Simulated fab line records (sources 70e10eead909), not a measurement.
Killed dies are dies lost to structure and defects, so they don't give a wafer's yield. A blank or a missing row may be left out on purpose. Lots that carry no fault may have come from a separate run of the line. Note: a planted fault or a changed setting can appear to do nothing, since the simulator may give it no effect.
A lot that was struck, set against a sound lot + flow nand-harc + 12 out of 1159 route steps
Sound: wafers L121.2, L121.4, L121.6. The struck wafers were L128.1, L128.2, L128.5. The cause is given at the end.
Each step with rows lists, per side, the tool, then ch with its chambers, then its first start. Under that, the readings that differ: sound wafers + struck wafers + difference of the means + sigmas: that difference in standard deviations of wafers without a fault.
alike: same words and numbers on both sides, and readings whose means sit less than 2 such deviations apart. not compared: any withheld reading, any reading some wafer has no value for, any bound like >300 that may hide the same value, and any number with overlapping values for which the record gives no deviation.
Wherever a step has rows on one side only, a row that says differs or no value, or a row with sigmas, the two part there. When numbers do not overlap yet have no deviation, they are printed without sigmas and do not part them. A reading that every wafer of one side lacks parts them only if that side has two wafers or more.

NHARC_A_STAIRCASE_DEP_322: deposits SiO2, target thk 3800 nm.
  sound on pecvd-03 ch 0,1,2, day 13 17:34; struck on pecvd-02 ch 0,1, day 16 00:31
  alike: heater-power-w, rf-fwd-power-W
then, 1 step without rows for these wafers: NHARC_A_STAIRCASE_ANNEAL_323 (time 1800 s).
NHARC_A_STAIRCASE_DEP_325: deposits SiO2, target thk 3800 nm.
  sound on pecvd-03 ch 1,2, day 14 01:29; struck on pecvd-02 ch 0,1,2, day 16 08:23
  alike: heater-power-w, rf-fwd-power-W
then, 6 steps without rows for these wafers: NHARC_A_STAIRCASE_ANNEAL_326 (time 1800 s); NHARC_A_STAIRCASE_DEHYDRATE_433 (time 120 s); NHARC_A_STAIRCASE_HMDS_434 (time 30 s); NHARC_A_STAIRCASE_COAT_435; NHARC_A_STAIRCASE_SOFTBAKE_436 (time 170 s); NHARC_A_STAIRCASE_EBR_437.
NHARC_A_STAIRCASE_EXPOSE_438: exposes mask STAIR REV.
  sound on krf-scanner-01 ch 0, day 14 09:20; struck on krf-scanner-03 ch 0, day 16 15:46
| reading              | sound                | struck               | difference | sigmas      |
|----------------------|----------------------|----------------------|------------|-------------|
| exposure-dose-mJ-cm2 | 29.035 28.965 28.951 | 42.716 42.667 42.680 | +13.704    | +99 or more |
  alike: mask
then, 1 step without rows for these wafers: NHARC_A_STAIRCASE_PEB_439 (peb time 130 s).
-- jump in the record: it breaks off in module A_STAIRCASE and resumes in module END (first step shown: number 1159 of the route), and 8 days separate the struck wafers' starts before and after --
NHARC_END_SORT_01:
  at this point the record logs the struck wafers (prober-02 ch 0, day 25 03:01) and has no rows for the sound ones

## WHERE THEY PART
At NHARC_A_STAIRCASE_EXPOSE_438 first; at NHARC_END_SORT_01 last (within this record only).

WHY: what the simulator had put in
Process parameters drifting: krf-scanner-03 at NHARC_A_STAIRCASE_EXPOSE_438, beginning at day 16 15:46. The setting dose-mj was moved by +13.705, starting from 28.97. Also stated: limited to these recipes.
